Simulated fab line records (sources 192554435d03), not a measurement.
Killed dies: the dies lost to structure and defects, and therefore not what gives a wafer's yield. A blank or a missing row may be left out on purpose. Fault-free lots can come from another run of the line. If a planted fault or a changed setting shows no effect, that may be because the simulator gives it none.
Matching of chambers -- flow n5 finfet -- N5_BEOL_M11_DEP_56 on pecvd-04: 3 sister chambers
The step deposits SiCN from 3MS/NH3, target thk 30 nm, time 10.5 s. 6 wafers are shown with their chamber, then 8 later ones without.

WAFERS WITH THEIR CHAMBER
wafer,chamber,throttle valve pct (%),showerhead plenum p Torr (Torr)
L080.5,1,19.2,4.162
L085.4,1,19.1,4.158
L087.1,0,19.4,4.176
L087.3,2,16.4,4.146
L087.6,0,19.5,4.178
L090.1,2,16.4,4.155

WAFERS WHOSE CHAMBER IS MISSING
wafer,throttle valve pct (%),showerhead plenum p Torr (Torr)
L090.2,19.5,4.180
L090.5,19.4,4.182
L095.1,19.4,4.185
L095.3,16.2,4.163
L095.4,19.1,4.181
L094.1,18.9,4.162
L094.4,19.5,4.177
L094.6,16.5,4.170

WHICH CHAMBER EACH WENT THROUGH
wafer,from the rows above,in truth
L090.2,0,0
L090.5,0,0
L095.1,0,0
L095.3,2,2
L095.4,can't be placed: 1 or 0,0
L094.1,1,1
L094.4,0,0
L094.6,2,2
Correct placement for 7 of the 8. From these rows, 1 cannot be placed; in 1 the true chamber is one of the candidates. Number placed wrongly: 0.
How it was worked out, from the rows above alone: a wafer's distance from a chamber is the root of the sum, over the readings, of the square of ((its reading less the chamber's mean) divided by the reading's scatter). If the next closest chamber is less than 2 further off than the closest, the wafer can't be placed; otherwise it belongs to the closest. For every chamber, the mean is computed from those of its wafers that are shown. How the scatter is found: for the shown wafers, subtract from each reading the mean of its chamber, square and add these, divide the total by (wafers less chambers), then take the root.
